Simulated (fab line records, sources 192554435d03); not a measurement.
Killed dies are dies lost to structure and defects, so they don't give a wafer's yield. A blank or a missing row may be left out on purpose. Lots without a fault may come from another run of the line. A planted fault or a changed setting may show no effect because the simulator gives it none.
Chamber matching | flow n5_finfet | N5_BEOL_M0_CO_CAP_123 on cvd_co-01: 3 sister chambers
The step material Co, precursor CCTBA/H2, target thk 2 nm, time 102.1 s. 6 wafers are shown with their chamber, then 12 later ones without.

WAFERS WITH THEIR CHAMBER
wafer  | chamber | heater_power_w (W)
L090.1 | 1       | 223
L090.2 | 0       | 213
L090.3 | 2       | 265
L090.4 | 1       | 224
L090.5 | 0       | 214
L090.6 | 2       | 270

WAFERS WITHOUT THEIR CHAMBER
wafer  | heater_power_w (W)
L092.1 | 276
L092.2 | 225
L092.3 | 216
L092.4 | 216
L092.5 | 266
L092.6 | 235
L095.3 | 219
L095.5 | 215
L095.6 | 219
L096.2 | 210
L096.3 | 216
L096.5 | 226

WHICH CHAMBER EACH WENT THROUGH
wafer  | from the rows above     | in truth
L092.1 | 2                       | 2
L092.2 | 1                       | 1
L092.3 | 0                       | 0
L092.4 | 0                       | 0
L092.5 | 2                       | 2
L092.6 | 1                       | 1
L095.3 | can't be placed: 1 or 0 | 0
L095.5 | 0                       | 0
L095.6 | can't be placed: 1 or 0 | 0
L096.2 | 0                       | 0
L096.3 | 0                       | 0
L096.5 | 1                       | 1
Placed correctly: 10 of 12. Can't be placed from these rows: 2 (the true chamber is among the candidates in 2). Placed wrongly: 0.
How it was worked out, from the rows above alone: a wafer's distance from a chamber is the root of the sum, over the readings, of the square of ((its reading less the chamber's mean) divided by the reading's scatter). The wafer belongs to the nearest chamber; if the next one is less than 2 further off, it can't be placed. A chamber's mean is the mean of its shown wafers. The scatter: the root of (the sum of the squares of (reading less its chamber's mean) over the shown wafers, divided by (wafers less chambers)).
